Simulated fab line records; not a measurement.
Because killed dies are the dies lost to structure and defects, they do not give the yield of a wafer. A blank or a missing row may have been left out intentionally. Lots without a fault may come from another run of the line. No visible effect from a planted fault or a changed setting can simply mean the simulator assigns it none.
Matching of chambers    flow n5-finfet    N5_GATE_CUT_PECVD_57 on pecvd-02: 3 sister chambers
The step deposits SiNx from SiH4/NH3/N2, target thk 21 nm. 6 wafers are shown with their chamber, then 11 later ones without.

== WAFERS, EACH WITH ITS CHAMBER ==
wafer   chamber  throttle-valve-pct (%)  showerhead-plenum-p-Torr (Torr)
L081.6  0        36.7                    5.06
L086.5  0        36.5                    5.07
L089.1  2        38.9                    5.09
L089.4  1        37.7                    5.11
L089.6  2        38.9                    5.09
L090.1  1        37.8                    5.09

== WAFERS MISSING THEIR CHAMBER ==
wafer   throttle-valve-pct (%)  showerhead-plenum-p-Torr (Torr)
L090.2  39.0                    5.09
L090.3  36.7                    5.06
L091.1  37.7                    5.09
L091.3  39.4                    5.10
L091.6  36.8                    5.05
L095.1  37.7                    5.11
L095.2  36.4                    5.08
L095.5  36.5                    5.06
L097.1  36.6                    5.06
L097.3  36.8                    5.06
L097.5  37.7                    5.10

== WHICH CHAMBER EACH ONE RAN IN ==
wafer   from the rows above  in truth
L090.2  2                    2
L090.3  0                    0
L091.1  1                    1
L091.3  2                    2
L091.6  0                    0
L095.1  1                    1
L095.2  0                    0
L095.5  0                    0
L097.1  0                    0
L097.3  0                    0
L097.5  1                    1
Correct placement for 11 of the 11. Left unplaced by these rows: 0. Number placed wrongly: 0.
How it was worked out, from the rows above alone: a wafer's distance from a chamber is the root of the sum, over the readings, of the square of ((its reading less the chamber's mean) divided by the reading's scatter). If the next closest chamber is less than 2 further off than the closest, the wafer can't be placed; otherwise it belongs to the closest. For every chamber, the mean is computed from those of its wafers that are shown. The scatter: take each reading less its chamber's mean, square it, sum over the shown wafers, divide by the number of wafers less the number of chambers, and take the root.
